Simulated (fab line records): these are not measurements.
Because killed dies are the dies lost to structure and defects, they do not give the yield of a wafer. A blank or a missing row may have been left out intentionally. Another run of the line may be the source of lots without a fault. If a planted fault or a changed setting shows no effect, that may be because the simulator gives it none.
Matching of chambers + flow n5 finfet + N5_FIN_SAQP_ETCH_34 on rie diel-03: 4 sister chambers
The step etches SiO2 in C4F6/O2, target depth 45 nm, time 15 s. 8 wafers are shown with their chamber, then 8 later ones without.

== WAFERS PAIRED WITH THEIR CHAMBERS ==
| wafer  | chamber | showerhead plenum p Torr (Torr) | drypump motor current A (A) |
|--------|---------|---------------------------------|-----------------------------|
| L080.2 | 0       | 2.75                            | 5.5                         |
| L083.1 | 1       | 2.94                            | 5.3                         |
| L083.2 | 2       | 2.83                            | 6.1                         |
| L083.6 | 0       | 2.75                            | 5.6                         |
| L086.3 | 3       | 3.00                            | 5.9                         |
| L086.5 | 1       | 2.94                            | 5.3                         |
| L086.6 | 2       | 2.83                            | 6.1                         |
| L090.3 | 3       | 2.99                            | 5.9                         |

== WAFERS WHOSE CHAMBER IS MISSING ==
| wafer  | showerhead plenum p Torr (Torr) | drypump motor current A (A) |
|--------|---------------------------------|-----------------------------|
| L090.4 | 2.74                            | 5.5                         |
| L090.5 | 2.83                            | 6.1                         |
| L092.1 | 2.74                            | 5.6                         |
| L092.2 | 2.93                            | 5.3                         |
| L092.5 | 2.83                            | 6.1                         |
| L095.1 | 2.99                            | 5.9                         |
| L095.3 | 2.74                            | 5.5                         |
| L095.6 | 2.74                            | 5.6                         |

== EACH ONE'S CHAMBER ==
| wafer  | from the rows above | in truth |
|--------|---------------------|----------|
| L090.4 | 0                   | 0        |
| L090.5 | 2                   | 2        |
| L092.1 | 0                   | 0        |
| L092.2 | 1                   | 1        |
| L092.5 | 2                   | 2        |
| L095.1 | 3                   | 3        |
| L095.3 | 0                   | 0        |
| L095.6 | 0                   | 0        |
Placed correctly: 8 of 8. From these rows, 0 cannot be placed. Number placed wrongly: 0.
How it was worked out, from the rows above alone: a wafer's distance from a chamber is the root of the sum, over the readings, of the square of ((its reading less the chamber's mean) divided by the reading's scatter). If the next closest chamber is less than 2 further off than the closest, the wafer can't be placed; otherwise it belongs to the closest. A chamber's mean is the mean of its shown wafers. The scatter: take each reading less its chamber's mean, square it, sum over the shown wafers, divide by the number of wafers less the number of chambers, and take the root.
